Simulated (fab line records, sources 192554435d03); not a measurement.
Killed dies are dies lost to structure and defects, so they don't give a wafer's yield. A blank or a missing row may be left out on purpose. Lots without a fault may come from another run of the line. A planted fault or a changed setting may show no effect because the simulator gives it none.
fab line records | flow n5_finfet
record lots=11 wafers=33 last_day=16
route steps=1938 shown BEOL_M5@1183 BEOL_M6@1212
lots that met no fault: from a run of the same line without faults
start_h: hours from the record's first day to the start of the lot's first wafer shown | wait_h: hours since the lot's step before | " the same as in the row above | L1.1+2: a row that stands for several wafers | - no value, or no start given | * or withheld: withheld | < > ~ a bound
route shown NAME@n: a module of which the file shows steps, and the number in the route of the first | usual: mean/standard deviation of fault-free wafers | same: alike in all rows | chamber/n: place in a boat | sites: the reading at each site | _std_site: their standard deviation | _edge_site: outer sites' mean less inner sites' | radius_mm: how far each site lies from the wafer's centre | mask NAME#n: copy n | behind: the tool/chamber that last shaped the wafer | hold: why the lot was held/for how many hours/how that ended | device: the transistor (n, p or np) that didn't switch | end of line: the same wafers' tests at the end of the route | a step without rows: its recipe alone | killed: dies lost to structure and defects at the first sort, not the wafer's yield | map: a wafer's dies, x killed, . not, _ none there
set.NAME: the setting as run; set.NAME@STEP: as run at that earlier step | model.NAME: the simulator's own value behind a step, which no gauge read
steps of the route over a sample of lots; a table a step, a row a wafer
services: from which hour (start_h, from the record's first day; less than 0 if before it) a tool's chamber was out of use, for how many hours, and why
## steps
# step N5_BEOL_M5_SPUTTER_90
# recipe material=Cu target_thk_a=45 temp_c=-20 chamber_pressure_pa=0.07 power_w=withheld time_s=8.29
# usual throttle_valve_pct=29.7/1.3
# columns lot.wafer tool chamber start_h wait_h throttle_valve_pct
L857.3 pvd_sputter-02 - 168.54 0.5 29.3
L857.4 " - " " 30.5
L857.5 " - " " 29.3
L859.2 pvd_sputter-02 - 191.07 0.5 30.7
L859.4 " - " " 29.8
L859.6 " - " " 29.4
L863.1 pvd_sputter-03 - 215.74 0.5 31.4
L863.2 " - " " 29.1
L863.5 " - " " 29.0
L865.1 pvd_sputter-01 - 216.65 0.5 26.7
L865.3 " - " " 27.7
L865.6 " - " " 28.0
L864.2 pvd_sputter-03 - 222.36 0.5 31.2
L864.3 " - " " 29.1
L864.4 " - " " 31.4
L873.2 pvd_sputter-02 - 268.17 0.5 30.3
L873.3 " - " " 29.0
L873.5 " - " " 31.0
L874.1 pvd_sputter-03 - 280.56 0.5 31.3
L874.3 " - " " 29.0
L874.6 " - " " 29.2
L876.2 pvd_sputter-02 - 289.89 0.5 29.8
L876.4 " - " " 30.6
L876.6 " - " " 29.7
L877.1 pvd_sputter-03 - 290.23 0.5 29.2
L877.5 " - " " 31.1
L877.6 " - " " 31.1
L878.2 pvd_sputter-02 - 299.06 0.5 29.4
L878.4 " - " " 29.5
L878.6 " - " " 30.8
L879.1 pvd_sputter-01 - 306.47 0.5 29.7
L879.2 " - " " 30.2
L879.6 " - " " 30.5
# step N5_BEOL_M5_DEP_56
# recipe material=SiCN target_thk_a=80 temp_c=withheld precursor=3MS/NH3 pressure_torr=3 rf_w=202 time_s=14
# usual chamber_pressure_Torr=2.999/0.0071 rf_fwd_power_W=199.3/1.2 showerhead_plenum_p_Torr=3.664/0.015 throttle_valve_pct=9.0/0.52
# columns lot.wafer tool chamber start_h wait_h chamber_pressure_Torr rf_fwd_power_W showerhead_plenum_p_Torr throttle_valve_pct
L857.3 pecvd-01 2 169.52 0.0 3.009 200.8 3.632 8.6
L857.4 " 1 " " 2.988 197.3 3.663 8.7
L857.5 " 0 " " 3.000 199.6 3.683 9.1
L859.2 pecvd-01 0 192.19 0.0 3.013 199.3 3.680 9.2
L859.4 " 0 " " 3.018 199.0 3.672 9.3
L859.6 " 2 " " 2.999 199.8 3.631 8.5
L863.1 pecvd-02 0 216.73 0.0 3.005 201.1 3.686 10.4
L863.2 " 2 " " 2.980 199.8 3.676 8.7
L863.5 " 1 " " 3.004 200.8 3.654 9.3
L865.1 pecvd-02 0 217.77 0.0 3.009 200.4 3.679 10.4
L865.3 " 2 " " 2.990 200.7 3.671 8.7
L865.6 " 2 " " 2.998 200.4 3.672 8.5
L864.2 pecvd-01 0 223.54 0.0 2.990 200.1 3.677 9.1
L864.3 " 2 " " 2.995 199.5 3.626 8.5
L864.4 " 1 " " 2.995 197.8 3.661 8.5
L873.2 pecvd-02 2 269.16 0.0 2.997 199.3 3.674 8.6
L873.3 " 0 " " 2.985 200.1 3.671 10.3
L873.5 " 2 " " 2.988 200.5 3.668 8.7
L874.1 pecvd-03 2 282.11 0.0 2.999 198.3 3.664 8.7
L874.3 " 1 " " 2.993 198.8 3.668 9.3
L874.6 " 2 " " 2.984 198.7 3.662 8.7
L876.2 pecvd-01 2 290.88 0.0 3.004 199.3 3.638 8.3
L876.4 " 0 " " 2.997 199.8 3.681 9.0
L876.6 " 2 " " 2.995 199.3 3.637 7.9
L877.1 pecvd-03 2 291.21 0.0 2.997 196.8 3.660 8.9
L877.5 " 0 " " 3.002 200.4 3.664 8.9
L877.6 " 2 " " 2.995 197.2 3.663 8.8
L878.2 pecvd-03 1 300.05 0.0 3.002 200.0 3.673 9.2
L878.4 " 1 " " 3.009 199.0 3.666 9.2
L878.6 " 0 " " 2.997 198.8 3.664 8.7
L879.1 pecvd-02 2 307.72 0.0 3.001 199.0 3.674 8.5
L879.2 " 0 " " 3.004 199.8 3.684 10.0
L879.6 " 2 " " 3.004 199.9 3.666 8.7
# step N5_BEOL_M6_ETCH_62
# recipe chemistry=N2/H2 target=SOC target_depth_a=1100 overetch_a=220 mask_material=SiARC temp_c=40 time_s=165 ion_energy_ev=200 pressure_mtorr=30 source_w=840 bias_w=150 n2_flow_sccm=200 h2_flow_sccm=200
# usual bias_w=150.0/0.47 drypump_motor_current_A=6.0/0.48 oes_product_au=0.67/0.073 rf_fwd_power_W=837.7/2.4 rf_vpp_V=524.5/2.6 showerhead_plenum_p_Torr=2.56/0.085 temp_c=40.01/0.11 throttle_valve_pct=17.71/0.28
# columns lot.wafer tool chamber start_h wait_h bias_w drypump_motor_current_A oes_product_au rf_fwd_power_W rf_hours_counter_h rf_vpp_V showerhead_plenum_p_Torr temp_c throttle_valve_pct
L857.3 rie_diel-05 2 172.57 0.1 150.4 6.6 0.67 838.7 - 523.7 2.55 40.12 17.77
L857.4 " 3 " " 150.4 5.5 0.67 841.6 - 526.8 2.66 40.01 17.80
L857.5 " 3 " " 150.6 5.6 0.67 840.7 - 526.7 2.66 40.12 17.81
L859.2 rie_diel-04 2 196.09 0.0 150.2 5.7 0.80 837.0 2 525.2 2.61 39.93 17.31
L859.4 " 0 " " 150.5 6.6 0.59 837.4 238 519.1 2.40 40.14 17.71
L859.6 " 3 " " 149.6 5.7 0.61 838.2 - 527.4 2.62 39.89 17.57
L863.1 rie_diel-01 2 218.68 0.0 149.1 6.6 0.60 837.8 209 523.3 2.51 39.86 17.80
L863.2 " 1 " " 150.1 6.6 0.72 832.8 70 524.3 2.57 39.91 18.21
L863.5 " 3 " " 149.8 5.1 0.61 837.4 - 520.4 2.40 40.08 17.81
L865.1 rie_diel-04 2 220.19 0.0 151.2 5.7 0.77 837.2 11 526.3 2.60 39.97 17.32
L865.3 " 0 " " 184.7 6.6 0.59 836.7 248 591.8 2.40 40.08 17.72
L865.6 " 2 " " 149.7 5.7 0.77 832.9 - 525.8 2.60 40.08 17.34
L864.2 rie_diel-04 3 225.87 0.0 150.0 5.7 0.60 833.6 212 526.5 2.62 40.05 17.60
L864.3 " 0 " " 184.2 6.6 0.58 834.6 250 591.6 2.40 39.92 17.71
L864.4 " 2 " " 150.0 5.7 0.76 838.8 12 525.5 2.60 40.14 17.32
L873.2 rie_diel-05 3 271.94 0.0 149.9 5.5 0.64 837.3 163 527.9 2.64 40.12 17.85
L873.3 " 2 " " 150.0 6.6 0.63 836.9 186 522.8 2.53 39.93 17.81
L873.5 " 2 " " 149.8 6.6 0.63 838.1 - 523.5 2.53 39.86 17.84
L874.1 rie_diel-01 0 285.17 0.1 149.3 5.4 0.71 841.3 90 523.7 2.57 39.78 18.11
L874.3 " 0 " " 150.3 5.5 0.70 839.8 - 524.4 2.57 39.96 18.11
L874.6 " 2 " " 149.4 6.6 0.59 837.7 - 522.0 2.50 40.00 17.82
L877.1 rie_diel-04 2 294.02 0.0 150.4 5.7 0.72 835.8 39 523.8 2.59 39.91 17.36
L877.5 " 1 " " 150.3 5.7 0.63 837.5 - 524.3 2.53 39.99 18.20
L877.6 " 2 " " 149.8 5.7 0.72 838.0 - 525.5 2.59 39.89 17.37
L876.2 rie_diel-05 0 294.11 0.0 149.7 5.6 0.67 837.0 126 520.9 2.44 39.94 17.57
L876.4 " 2 " " 149.4 6.6 0.63 836.9 194 523.4 2.53 39.82 17.83
L876.6 " 3 " " 149.6 5.6 0.63 838.1 - 527.1 2.64 40.04 17.87
L878.2 rie_diel-04 0 301.97 0.0 150.5 6.6 0.79 836.8 18 529.6 2.71 40.04 17.30
L878.4 " 3 " " 149.8 5.7 0.58 839.7 - 525.3 2.61 39.89 17.64
L878.6 " 1 " " 149.4 5.7 0.62 837.9 - 524.0 2.53 39.99 18.20
L879.1 rie_diel-04 1 310.01 0.0 149.7 5.7 0.63 835.9 183 525.2 2.53 40.23 18.20
L879.2 " 3 " " 150.0 5.6 0.58 839.9 247 525.7 2.60 39.74 17.66
L879.6 " 3 " " 151.2 5.6 0.58 834.0 - 525.6 2.60 39.84 17.65
# step N5_BEOL_M6_CD_MEAS_18
# recipe pitch_nm=80 target_cd_nm=40
# usual cd_nm=40.1/0.45
# columns lot.wafer tool chamber start_h wait_h cd_nm
L857.3 cd_sem-01 - 172.97 0.1 39.7
L857.4 " - " " 40.5
L857.5 " - " " 40.0
L859.2 cd_sem-03 - 196.78 0.1 40.0
L859.4 " - " " 39.9
L859.6 " - " " 40.7
L863.1 cd_sem-01 - 219.17 0.0 40.3
L863.2 " - " " 40.3
L863.5 " - " " 40.1
L865.1 cd_sem-01 - 220.55 0.0 40.4
L865.3 " - " " 40.6
L865.6 " - " " 40.6
L864.2 cd_sem-01 - 226.24 0.1 40.5
L864.3 " - " " 39.8
L864.4 " - " " 40.4
L873.2 cd_sem-03 - 272.31 0.1 40.4
L873.3 " - " " 40.3
L873.5 " - " " 39.4
L874.1 cd_sem-01 - 285.64 0.1 40.7
L874.3 " - " " 40.6
L874.6 " - " " 41.0
L877.1 cd_sem-02 - 294.39 0.0 40.0
L877.5 " - " " 39.3
L877.6 " - " " 39.2
L876.2 cd_sem-01 - 294.48 0.1 40.2
L876.4 " - " " 40.2
L876.6 " - " " 41.1
L878.2 cd_sem-01 - 302.85 0.1 39.5
L878.4 " - " " 40.2
L878.6 " - " " 39.9
L879.1 cd_sem-03 - 310.38 0.0 40.3
L879.2 " - " " 40.6
L879.6 " - " " 40.0
## services
# columns tool chamber start_h hours kind
rie_diel-04 1 160.26 9.4 repair
rie_diel-04 2 175.20 - clean
rie_diel-04 2 175.20 - consumable_replace:focus_ring
rie_diel-04 2 175.20 17.6 scheduled_down
rie_diel-04 2 175.20 17.6 vent_cycle
rie_diel-01 - 182.64 29.3 repair
pecvd-03 2 190.05 6.5 repair
pecvd-01 - 195.64 14.6 pm
rie_diel-04 2 210.03 5.3 repair
rie_diel-04 1 217.31 5.0 repair
rie_diel-01 3 221.31 4.5 repair
rie_diel-04 0 226.04 - clean
rie_diel-04 0 226.04 - consumable_replace:focus_ring
pecvd-03 0 231.60 8.4 repair
rie_diel-01 2 240.16 6.1 repair
pecvd-02 - 256.77 4.3 pm
rie_diel-04 1 265.61 2.8 repair
pecvd-01 0 267.79 6.9 repair
rie_diel-04 1 270.86 4.3 repair
pecvd-02 0 272.77 6.2 repair
rie_diel-04 3 283.85 4.2 repair
rie_diel-01 1 284.52 2.1 repair
rie_diel-04 2 298.45 3.9 repair
rie_diel-01 3 303.05 3.8 repair
## key
first_sign step=N5_BEOL_M6_ETCH_62 reading=bias_w direction=up sigmas=73 usual=* struck=*
effect step=N5_BEOL_M6_ETCH_62 reading=rf_vpp_V direction=up sigmas=26 usual=524.5 struck=591.7
met_at N5_BEOL_M6_ETCH_62
struck_lots L864,L865
struck_wafers L864.3,L865.3
not_acting_at N5_BEOL_M5_SPUTTER_90,N5_BEOL_M5_DEP_56,N5_BEOL_M6_CD_MEAS_18
onset_between 196.09 220.19
fault kind=process_parameter_drift tool=rie_diel-04 chamber=0 onset_h=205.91 steps=N5_BEOL_M6_ETCH_62 channel=bias_w offset=* shape=step end_h=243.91 acts_in=* stated=*
